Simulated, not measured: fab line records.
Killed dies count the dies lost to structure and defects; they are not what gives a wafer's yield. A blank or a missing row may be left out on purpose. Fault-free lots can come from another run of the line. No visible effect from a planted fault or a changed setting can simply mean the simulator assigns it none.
Split-lot trial ; flow n5 finfet ; route with 1938 steps; 7 lots, 39 wafers read

THE SPLIT
At N5_BEOL_M10_PECVD_70 (deposits SiO2 from TEOS/O2, target thk 20 nm, time 22.7 s), the setting time s was moved away from the recipe's 22.7 s on 12 of the 39 wafers read, by -48.8% to +33.6%. This setting was run at the recipe's value on the other wafers.

FROM THE SPLIT TO THE READING: what the file shows between them, 4 steps
- N5_BEOL_M10_HM_DEP_02: deposits TiN, target thk 20 nm
- N5_BEOL_M10_COAT_59: time 60 s, resist thk 100 nm
- N5_BEOL_M10_ECD_50: material Cu, target thk 318 nm
- N5_BEOL_M10_ANNEAL_51: time 90 s

THE READING
barrier field endpoint s, in s, at N5_BEOL_M10_CMP_52 (polishes, stops on SiCOH lowk, t overpolish 7 s, target thk 140 nm). On this fab line, fault-free wafers typically give 28.6 s with a standard deviation of 0.67 s.

wafer;tool, chamber at the split;time s as run, s;against the recipe;barrier field endpoint s, s;against lot-mates on the recipe
L075.3;pecvd-04, 0;22.7;recipe;28.7;-
L075.4;pecvd-04, 1,2,1,0;22.7;recipe;28.1;-
L075.1;pecvd-04, 1,2,1,0;22.7;recipe;28.2;-
L075.2;pecvd-04, 1,2,1,0;22.7;recipe;28.4;-
L075.5;pecvd-04, 1,2,1,0;22.7;recipe;28.1;-
L075.6;pecvd-04, 2;22.7;recipe;28.6;-
L079.3;pecvd-02, 2,1;22.7;recipe;28.8;-
L079.1;pecvd-02, 1;22.7;recipe;28.6;-
L079.6;pecvd-02, 2,1;22.7;recipe;28.7;-
L080.4;pecvd-02, 0,2,1;22.7;recipe;28.8;-
L080.3;pecvd-02, 2,1;22.7;recipe;28.2;-
L080.1;pecvd-02, 2,1;22.7;recipe;28.6;-
L080.2;pecvd-02, 0,2,1;22.7;recipe;29.4;-
L080.5;pecvd-02, 0;22.7;recipe;29.4;-
L080.6;pecvd-02, 0,2,1;22.7;recipe;28.8;-
L083.3;pecvd-04, 1,2,0;22.7;recipe;29.1;-
L083.2;pecvd-04, 0;30.26;+33.3%;37.2;+8.1
L083.4;pecvd-04, 1,2,0;22.7;recipe;29.5;-
L083.1;pecvd-04, 1,2,0;22.7;recipe;28.7;-
L083.5;pecvd-04, 2;30.26;+33.3%;37.9;+8.8
L083.6;pecvd-04, 1;30.26;+33.3%;37.5;+8.4
L084.3;pecvd-02, 2;11.62;-48.8%;16.7;-12.0
L084.1;pecvd-02, 1;22.7;recipe;28.3;-
L084.2;pecvd-02, 0;11.62;-48.8%;17.0;-11.7
L084.4;pecvd-02, 1,2;22.7;recipe;28.7;-
L084.6;pecvd-02, 1,2;22.7;recipe;29.0;-
L084.5;pecvd-02, 0;11.62;-48.8%;17.6;-11.1
L092.2;pecvd-03, 0,1;30.32;+33.6%;37.0;+8.4
L092.1;pecvd-03, 1,2;22.7;recipe;28.8;-
L092.3;pecvd-03, 1,2;22.7;recipe;27.8;-
L092.4;pecvd-03, 2;22.7;recipe;29.2;-
L092.5;pecvd-03, 0,1;30.32;+33.6%;37.3;+8.7
L092.6;pecvd-03, 0;30.32;+33.6%;37.2;+8.6
L093.2;pecvd-03, 2;18.91;-16.7%;23.8;-4.3
L093.4;pecvd-03, 2,0;22.7;recipe;28.2;-
L093.3;pecvd-03, 0;22.7;recipe;27.8;-
L093.1;pecvd-03, 1;18.91;-16.7%;24.3;-3.8
L093.5;pecvd-03, 2,0;22.7;recipe;28.4;-
L093.6;pecvd-03, 1;18.91;-16.7%;24.3;-3.8
The file does not say which wafer passed through which chamber wherever a row lists several chambers: such a row stands for several wafers.

FIT RESULTS
A straight line over all 39 wafers: barrier field endpoint s changes by +0.249 s for each +1% of time s; r = +1.00; the points scatter about the line by 0.49 s.
The same after taking each lot's own level away (the mean of its wafers on the recipe; 39 wafers): +0.245 s for each +1%; r = +1.00; scatter 0.36 s.
Per that fit: largest time s move, reading shift of 12 s.
Across the lots, their own levels run from 28.13 to 29.10 s, a range of 1.4 times the standard deviation given above.
The two slopes are in agreement: the lot-to-lot level therefore moves the slope only a little.
Check: -11.9 s against its lot-mates is what the line predicts for one of the wafers moved furthest among these (-48.8%) when that wafer is left out of the fit. Against them it came out at -12 s.

THE WHOLE CHAIN: every reading that the file lists as answering this split, in the file's order
step;what it does;reading;change (the file's fit);r (the file's)
N5_BEOL_M10_PECVD_70;deposits SiO2 from TEOS/O2, target thk 20 nm, time 22.7 s;SiO2_of_BEOL_M10_PECVD_70.thk nm (the simulator's own value, which no gauge read);+0.199 nm for each +1% of the setting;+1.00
N5_BEOL_M10_CMP_52;polishes, stops on SiCOH lowk, t overpolish 7 s, target thk 140 nm;barrier field endpoint s;+0.245 s for each +1% of the setting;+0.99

THE FILE'S OWN FIT
barrier field endpoint s changes by +0.245 s for each +1% of time s, r = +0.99.
